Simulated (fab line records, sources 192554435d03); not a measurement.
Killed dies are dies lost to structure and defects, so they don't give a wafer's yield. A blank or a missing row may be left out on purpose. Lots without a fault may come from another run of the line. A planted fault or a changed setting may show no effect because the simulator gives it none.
Which tool did it? | flow n5_finfet | 24 lots, 72 wafers sampled, at 6 steps of a route of 1938

WHAT THE GAUGES READ, wafer by wafer
N5_BEOL_M1_OCD_MEAS_38. Usual: trench_depth_nm 55.0 nm, standard deviation 0.85.
lot  | measured     | on     | trench_depth_nm (nm) | flag
L074 | day 6 05:08  | ocd-01 | 56.9 56.6 55.1       |
L075 | day 6 15:29  | ocd-01 | 54.8 56.1 55.0       |
L076 | day 6 23:16  | ocd-02 | 54.7 54.9 54.3       |
L077 | day 6 23:16  | ocd-01 | 55.6 54.5 55.7       |
L078 | day 7 05:38  | ocd-01 | 54.5 54.4 54.8       |
L079 | day 7 09:23  | ocd-01 | 56.0 56.3 55.3       |
L081 | day 7 23:15  | ocd-02 | 53.8 55.1 55.7       |
L080 | day 7 23:22  | ocd-01 | 54.7 55.7 54.6       |
L082 | day 8 02:58  | ocd-01 | 56.2 55.0 56.1       |
L083 | day 8 12:00  | ocd-01 | 55.4 53.9 53.5       |
L084 | day 8 21:31  | ocd-02 | 55.0 54.3 55.1       |
L085 | day 8 23:29  | ocd-02 | 54.5 56.1 55.7       |
L087 | day 9 19:32  | ocd-02 | 55.3 56.7 55.3       |
L088 | day 9 22:17  | ocd-02 | 55.3 53.4 56.9       |
L086 | day 9 22:46  | ocd-02 | 55.6 55.4 55.1       |
L089 | day 10 00:12 | ocd-02 | 55.3 54.2 54.9       |
L090 | day 10 04:28 | ocd-02 | 55.1 55.5 55.3       |
L091 | day 10 12:40 | ocd-02 | 55.5 54.3 55.1       |
L092 | day 10 18:31 | ocd-01 | 55.8 53.9 54.5       |
L093 | day 10 22:14 | ocd-01 | 55.6 55.2 53.3       |
L094 | day 11 09:52 | ocd-01 | 55.2 54.4 53.2       |
L096 | day 11 17:22 | ocd-02 | 54.0 55.5 54.4       |
L095 | day 11 17:50 | ocd-01 | 55.2 55.0 56.3       |
L097 | day 11 21:43 | ocd-01 | 54.2 54.3 54.1       |

N5_BEOL_M2_CD_MEAS_28: target cd 26.2 nm, target cd y 24.1 nm. Usual: cd_nm 26.25 nm, standard deviation 0.22.
lot  | measured     | on        | cd_nm (nm)        | flag
L074 | day 6 12:12  | cd_sem-03 | 25.99 26.24 26.14 |
L075 | day 7 00:29  | cd_sem-03 | 26.38 26.13 25.85 |
L076 | day 7 07:17  | cd_sem-03 | 26.03 26.23 25.90 |
L077 | day 7 07:06  | cd_sem-02 | 26.30 26.11 26.34 |
L078 | day 7 13:26  | cd_sem-03 | 26.48 25.88 26.85 |
L079 | day 7 19:02  | cd_sem-02 | 26.02 26.36 26.26 |
L081 | day 8 07:11  | cd_sem-02 | 26.34 25.97 26.18 |
L080 | day 8 07:15  | cd_sem-03 | 26.11 26.32 26.14 |
L082 | day 8 09:38  | cd_sem-01 | 26.48 25.97 26.07 |
L083 | day 8 17:55  | cd_sem-02 | 26.26 26.09 26.22 |
L084 | day 9 04:23  | cd_sem-01 | 26.50 26.52 26.44 |
L085 | day 9 07:41  | cd_sem-01 | 26.38 26.09 26.66 |
L087 | day 10 03:14 | cd_sem-02 | 26.07 26.59 26.64 |
L088 | day 10 04:24 | cd_sem-02 | 26.18 25.74 26.24 |
L086 | day 10 04:40 | cd_sem-03 | 26.02 25.75 26.51 |
L089 | day 10 09:34 | cd_sem-03 | 26.19 26.14 26.25 |
L090 | day 10 10:26 | cd_sem-02 | 26.62 26.21 26.55 |
L091 | day 10 19:41 | cd_sem-03 | 26.10 26.54 26.61 |
L092 | day 11 02:56 | cd_sem-01 | 26.52 26.35 26.38 |
L093 | day 11 07:02 | cd_sem-01 | 26.45 26.20 25.99 |
L094 | day 11 16:15 | cd_sem-03 | 26.10 26.48 26.33 |
L096 | day 12 00:07 | cd_sem-02 | 26.51 26.17 25.97 |
L095 | day 12 04:11 | cd_sem-01 | 26.20 26.48 26.44 |
L097 | day 12 06:50 | cd_sem-01 | 26.20 26.25 26.68 |

WHICH TOOL RAN EACH LOT (tool, then ch and the chambers of the sampled wafers, then the start)
lot  | N5_BEOL_M1_SPUTTER_79        | N5_BEOL_M1_SPUTTER_92        | N5_BEOL_M1_ANNEAL_95         | N5_BEOL_M1_PRE_CLEAN_60
L074 | pvd_sputter-02, day 6 07:41  | pvd_sputter-02, day 6 08:47  | pvd_sputter-02, day 6 09:05  | cvd_co-01 ch 1,2, day 6 10:05
L075 | pvd_sputter-01, day 6 17:20  | pvd_sputter-01, day 6 18:26  | pvd_sputter-01, day 6 18:44  | cvd_co-01 ch 1,2, day 6 19:41
L076 | pvd_sputter-01, day 7 01:02  | pvd_sputter-01, day 7 02:08  | pvd_sputter-01, day 7 02:26  | cvd_co-02 ch 0,1,2, day 7 03:33
L077 | pvd_sputter-02, day 7 00:53  | pvd_sputter-02, day 7 01:59  | pvd_sputter-02, day 7 02:17  | cvd_co-01 ch 0,1,2, day 7 03:26
L078 | pvd_sputter-02, day 7 07:05  | pvd_sputter-02, day 7 08:11  | pvd_sputter-02, day 7 08:29  | cvd_co-01 ch 1,2, day 7 09:28
L079 | pvd_sputter-01, day 7 12:27  | pvd_sputter-01, day 7 13:33  | pvd_sputter-01, day 7 13:51  | cvd_co-01 ch 1,2, day 7 14:49
L081 | pvd_sputter-03, day 8 01:05  | pvd_sputter-03, day 8 02:11  | pvd_sputter-03, day 8 02:29  | cvd_co-01 ch 0,2, day 8 03:35
L080 | pvd_sputter-02, day 8 01:21  | pvd_sputter-02, day 8 02:27  | pvd_sputter-02, day 8 02:45  | cvd_co-01 ch 0,2, day 8 03:43
L082 | pvd_sputter-02, day 8 05:10  | pvd_sputter-02, day 8 06:16  | pvd_sputter-02, day 8 06:34  | cvd_co-02 ch 1,2, day 8 07:33
L083 | pvd_sputter-01, day 8 13:37  | pvd_sputter-01, day 8 14:43  | pvd_sputter-01, day 8 15:01  | cvd_co-02 ch 1,2, day 8 15:59
L084 | pvd_sputter-03, day 8 23:34  | pvd_sputter-03, day 9 00:40  | pvd_sputter-03, day 9 00:58  | cvd_co-01 ch 1,2, day 9 01:57
L085 | pvd_sputter-02, day 9 01:01  | pvd_sputter-02, day 9 02:07  | pvd_sputter-02, day 9 02:25  | cvd_co-02 ch 0,1,2, day 9 03:24
L087 | pvd_sputter-02, day 9 21:11  | pvd_sputter-02, day 9 22:17  | pvd_sputter-02, day 9 22:35  | cvd_co-02 ch 0,1,2, day 9 23:33
L088 | pvd_sputter-02, day 10 00:08 | pvd_sputter-02, day 10 01:14 | pvd_sputter-02, day 10 01:32 | cvd_co-01 ch 1,2, day 10 02:31
L086 | pvd_sputter-03, day 10 00:16 | pvd_sputter-03, day 10 01:22 | pvd_sputter-03, day 10 01:40 | cvd_co-01 ch 0,1, day 10 02:44
L089 | pvd_sputter-02, day 10 02:58 | pvd_sputter-02, day 10 04:04 | pvd_sputter-02, day 10 04:22 | cvd_co-02 ch 1,2, day 10 05:35
L090 | pvd_sputter-03, day 10 05:35 | pvd_sputter-03, day 10 06:41 | pvd_sputter-03, day 10 06:59 | cvd_co-01 ch 1,2, day 10 07:58
L091 | pvd_sputter-03, day 10 14:04 | pvd_sputter-03, day 10 15:10 | pvd_sputter-03, day 10 15:28 | cvd_co-02 ch 0,2, day 10 16:27
L092 | pvd_sputter-02, day 10 20:33 | pvd_sputter-02, day 10 21:39 | pvd_sputter-02, day 10 21:57 | cvd_co-01 ch 1,2, day 10 23:02
L093 | pvd_sputter-03, day 10 23:46 | pvd_sputter-03, day 11 00:52 | pvd_sputter-03, day 11 01:10 | cvd_co-02 ch 0,1, day 11 02:08
L094 | pvd_sputter-01, day 11 11:14 | pvd_sputter-01, day 11 12:20 | pvd_sputter-01, day 11 12:38 | cvd_co-02 ch 0,1, day 11 13:37
L096 | pvd_sputter-03, day 11 19:19 | pvd_sputter-03, day 11 20:25 | pvd_sputter-03, day 11 20:43 | cvd_co-01 ch 1,2, day 11 22:04
L095 | pvd_sputter-02, day 11 20:26 | pvd_sputter-02, day 11 21:32 | pvd_sputter-02, day 11 21:50 | cvd_co-02 ch 1,2, day 11 23:12
L097 | pvd_sputter-01, day 12 00:53 | pvd_sputter-01, day 12 01:59 | pvd_sputter-01, day 12 02:17 | cvd_co-02 ch 0,1, day 12 03:29
- N5_BEOL_M1_SPUTTER_79: material Cu, target thk 4.5 nm, time 8.29 s.
- N5_BEOL_M1_SPUTTER_92: material Cu, target thk 4.5 nm, time 8.29 s.
- N5_BEOL_M1_ANNEAL_95: time 240 s.
- N5_BEOL_M1_PRE_CLEAN_60: time 15 s.

WHAT THE TOOLS THEMSELVES READ (means of the sampled wafers that have a number; where no wafer has one, the mark that the record gives instead)
N5_BEOL_M1_SPUTTER_79. Usual: throttle_valve_pct 30.1 %, standard deviation 1.5.
lot  | tool           | throttle_valve_pct (%) | flag
L074 | pvd_sputter-02 | 30.9                   |
L075 | pvd_sputter-01 | 28.9                   |
L076 | pvd_sputter-01 | 29.6                   |
L077 | pvd_sputter-02 | 29.9                   |
L078 | pvd_sputter-02 | 29.2                   |
L079 | pvd_sputter-01 | 29.3                   |
L081 | pvd_sputter-03 | 31.0                   |
L080 | pvd_sputter-02 | 29.0                   |
L082 | pvd_sputter-02 | 31.2                   |
L083 | pvd_sputter-01 | 29.1                   |
L084 | pvd_sputter-03 | 29.8                   |
L085 | pvd_sputter-02 | 28.5                   |
L087 | pvd_sputter-02 | 29.9                   |
L088 | pvd_sputter-02 | 31.3                   |
L086 | pvd_sputter-03 | 30.2                   |
L089 | pvd_sputter-02 | 31.7                   |
L090 | pvd_sputter-03 | 30.8                   |
L091 | pvd_sputter-03 | 30.9                   |
L092 | pvd_sputter-02 | 28.9                   |
L093 | pvd_sputter-03 | 30.8                   |
L094 | pvd_sputter-01 | 29.1                   |
L096 | pvd_sputter-03 | 30.7                   |
L095 | pvd_sputter-02 | 28.6                   |
L097 | pvd_sputter-01 | 29.5                   |

N5_BEOL_M1_SPUTTER_92. Usual: throttle_valve_pct 30.1 %, standard deviation 1.5.
lot  | tool           | throttle_valve_pct (%) | flag
L074 | pvd_sputter-02 | 30.7                   |
L075 | pvd_sputter-01 | 28.9                   |
L076 | pvd_sputter-01 | 29.6                   |
L077 | pvd_sputter-02 | 29.6                   |
L078 | pvd_sputter-02 | 29.2                   |
L079 | pvd_sputter-01 | 29.1                   |
L081 | pvd_sputter-03 | 30.9                   |
L080 | pvd_sputter-02 | 29.0                   |
L082 | pvd_sputter-02 | 31.3                   |
L083 | pvd_sputter-01 | 29.1                   |
L084 | pvd_sputter-03 | 29.8                   |
L085 | pvd_sputter-02 | 28.4                   |
L087 | pvd_sputter-02 | 29.9                   |
L088 | pvd_sputter-02 | 31.4                   |
L086 | pvd_sputter-03 | 30.3                   |
L089 | pvd_sputter-02 | 32.1                   |
L090 | pvd_sputter-03 | 30.6                   |
L091 | pvd_sputter-03 | 30.8                   |
L092 | pvd_sputter-02 | 28.8                   |
L093 | pvd_sputter-03 | 30.7                   |
L094 | pvd_sputter-01 | 29.2                   |
L096 | pvd_sputter-03 | 30.9                   |
L095 | pvd_sputter-02 | 28.4                   |
L097 | pvd_sputter-01 | 29.5                   |

N5_BEOL_M1_ANNEAL_95. Usual: heater_power_w 876 W, standard deviation 74.
lot  | tool           | heater_power_w (W) | flag
L074 | pvd_sputter-02 | 900                |
L075 | pvd_sputter-01 | 838                |
L076 | pvd_sputter-01 | 791                |
L077 | pvd_sputter-02 | 943                |
L078 | pvd_sputter-02 | 900                |
L079 | pvd_sputter-01 | 834                |
L081 | pvd_sputter-03 | 878                |
L080 | pvd_sputter-02 | 921                |
L082 | pvd_sputter-02 | 913                |
L083 | pvd_sputter-01 | 839                |
L084 | pvd_sputter-03 | 806                |
L085 | pvd_sputter-02 | 946                |
L087 | pvd_sputter-02 | 938                |
L088 | pvd_sputter-02 | 896                |
L086 | pvd_sputter-03 | 884                |
L089 | pvd_sputter-02 | 883                |
L090 | pvd_sputter-03 | 831                |
L091 | pvd_sputter-03 | 843                |
L092 | pvd_sputter-02 | 927                |
L093 | pvd_sputter-03 | 837                |
L094 | pvd_sputter-01 | 836                |
L096 | pvd_sputter-03 | 844                |
L095 | pvd_sputter-02 | 925                |
L097 | pvd_sputter-01 | 798                |

N5_BEOL_M1_PRE_CLEAN_60. Usual: heater_power_w 78 W, standard deviation 18.
lot  | tool      | heater_power_w (W) | flag
L074 | cvd_co-01 | 58                 |
L075 | cvd_co-01 | 58                 |
L076 | cvd_co-02 | 90                 |
L077 | cvd_co-01 | 69                 |
L078 | cvd_co-01 | 70                 |
L079 | cvd_co-01 | 58                 |
L081 | cvd_co-01 | 58                 |
L080 | cvd_co-01 | 69                 |
L082 | cvd_co-02 | 92                 |
L083 | cvd_co-02 | 100                |
L084 | cvd_co-01 | 71                 |
L085 | cvd_co-02 | 89                 |
L087 | cvd_co-02 | 89                 |
L088 | cvd_co-01 | 59                 |
L086 | cvd_co-01 | 81                 |
L089 | cvd_co-02 | 99                 |
L090 | cvd_co-01 | 70                 |
L091 | cvd_co-02 | 98                 |
L092 | cvd_co-01 | 58                 |
L093 | cvd_co-02 | 79                 |
L094 | cvd_co-02 | 79                 |
L096 | cvd_co-01 | 59                 |
L095 | cvd_co-02 | 93                 |
L097 | cvd_co-02 | 80                 |

THE ANSWER, worked out from the rows above alone
Rule: a lot is off if the mean of its wafers that have a number lies more than 3 standard deviations from the usual mean. A lot without any number at a reading at which 4 lots or more have one is off too. The other lots that the step has rows for count as sound. The gauges are gone through in route order, then the tools' own readings, and for those a lot's mean is taken as printed above. The first step at which some lot is off is used, and at that step the reading that is off furthest; a lot without a number counts as furthest.
No lot is off at any reading shown: from this, nothing can be told.

WHAT THE SIMULATOR HAD PUT IN
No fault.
